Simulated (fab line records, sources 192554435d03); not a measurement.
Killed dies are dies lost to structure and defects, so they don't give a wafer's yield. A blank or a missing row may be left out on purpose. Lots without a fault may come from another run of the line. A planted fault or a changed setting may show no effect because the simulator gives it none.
Split-lot experiment | flow n5_finfet | 7 lots, 21 wafers read, on a route of 1938 steps

THE SPLIT
At N5_SD_EPI_P_EPI_21 (deposits SiGe:B, time 355 s), the setting epi_growth_time_s was moved away from the recipe's 355 s on 7 of the 21 wafers read, by -9.9% to +9.4%. The other wafers ran this setting at the recipe's value.

FROM THE SPLIT TO THE READING: what the file shows between them, 7 steps
- N5_SD_EPI_P_HM_STRIP_48: strips SiNx in H3PO4, material SiNx, target depth 3 nm
- N5_SD_EPI_P_SRD_49: time 30 s
- N5_SD_EPI_P_PRECLEAN_24: cleans in O3/DIW, time 45 s
- N5_SD_EPI_P_PRECLEAN_32: cleans in dHF, time 10 s
- N5_SD_EPI_P_PRECLEAN_33: cleans in SC2, time 45 s
- N5_SD_ACTIVATION_RTA_00: time 0 s
- N5_SD_ACTIVATION_LSA_01: time 0.0008 s

THE READING
RS_SD_P, in ohm/sq, at N5_SD_ACTIVATION_RS_MEAS_03 (measures by four-point-probe). Fault-free wafers of this fab line usually give 56.2 ohm/sq, standard deviation 0.83 ohm/sq.

wafer  | tool, chamber at the split | epi_growth_time_s as run, s | against the recipe | RS_SD_P, ohm/sq | against lot-mates on the recipe
L074.1 | epi_rpcvd-04, 0            | 388.3                       | +9.4%              | 52.5            | -3.8
L074.2 | epi_rpcvd-04, 0            | 355                         | recipe             | 56.1            | -
L074.3 | epi_rpcvd-04, 0            | 355                         | recipe             | 56.4            | -
L076.1 | epi_rpcvd-04, 0            | 321.1                       | -9.5%              | 60.5            | +3.5
L076.2 | epi_rpcvd-04, 0            | 355                         | recipe             | 57.0            | -
L076.6 | epi_rpcvd-04, 0            | 321.1                       | -9.5%              | 61.3            | +4.3
L083.3 | epi_rpcvd-01, 0            | 319.7                       | -9.9%              | 60.5            | +3.9
L083.4 | epi_rpcvd-01, 0            | 319.7                       | -9.9%              | 61.5            | +4.9
L083.5 | epi_rpcvd-01, 0            | 355                         | recipe             | 56.6            | -
L089.1 | epi_rpcvd-04, 0            | 355                         | recipe             | 57.4            | -
L089.4 | epi_rpcvd-04, 0            | 355                         | recipe             | 57.2            | -
L089.5 | epi_rpcvd-04, 0            | 355                         | recipe             | 55.9            | -
L092.1 | epi_rpcvd-04, 0            | 355                         | recipe             | 56.8            | -
L092.4 | epi_rpcvd-04, 0            | 355                         | recipe             | 55.8            | -
L092.6 | epi_rpcvd-04, 0            | 355                         | recipe             | 56.1            | -
L095.1 | epi_rpcvd-04, 0            | 355                         | recipe             | 56.9            | -
L095.3 | epi_rpcvd-04, 0            | 372.3                       | +4.9%              | 54.6            | -2.3
L095.4 | epi_rpcvd-04, 0            | 372.3                       | +4.9%              | 55.0            | -1.9
L096.2 | epi_rpcvd-04, 0            | 355                         | recipe             | 55.9            | -
L096.4 | epi_rpcvd-04, 0            | 355                         | recipe             | 55.2            | -
L096.5 | epi_rpcvd-04, 0            | 355                         | recipe             | 55.1            | -

THE FIT
A straight line over all 21 wafers: RS_SD_P changes by -0.443 ohm/sq for each +1% of epi_growth_time_s; r = -0.96; the points scatter about the line by 0.66 ohm/sq.
The same after taking each lot's own level away (the mean of its wafers on the recipe; 21 wafers): -0.422 ohm/sq for each +1%; r = -0.98; scatter 0.42 ohm/sq.
On that fit, the largest move of epi_growth_time_s shifts the reading by 4.2 ohm/sq.
The lots' own levels span 55.40 to 57.00 ohm/sq, that is 1.9 times the standard deviation above.
So the lot-to-lot level changes the slope little: the two slopes agree.
Check: with one of the wafers moved furthest among these (-9.9%) left out of the fit, the line predicts +4.29 ohm/sq for it against its lot-mates. It came out at +3.9 ohm/sq against them.

THE WHOLE CHAIN: every reading that the file lists as answering this split, in the file's order
step                        | what it does                 | reading                                                                           | change (the file's fit)               | r (the file's)
N5_SD_EPI_P_EPI_21          | deposits SiGe:B, time 355 s  | SiGe-B_of_SD_EPI_P_EPI_21.thk_nm (the simulator's own value, which no gauge read) | +0.423 nm for each +1% of the setting | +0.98
N5_SD_EPI_P_PRECLEAN_24     | cleans in O3/DIW, time 45 s  | SiGe-B_of_SD_EPI_P_EPI_21.thk_nm (the simulator's own value, which no gauge read) | +0.415 nm for each +1% of the setting | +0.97
N5_SD_ACTIVATION_RS_MEAS_03 | measures by four-point-probe | RS_SD_P                                                                           | -0.418 for each +1% of the setting    | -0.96

THE FILE'S OWN FIT
RS_SD_P changes by -0.418 ohm/sq for each +1% of epi_growth_time_s, r = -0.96.
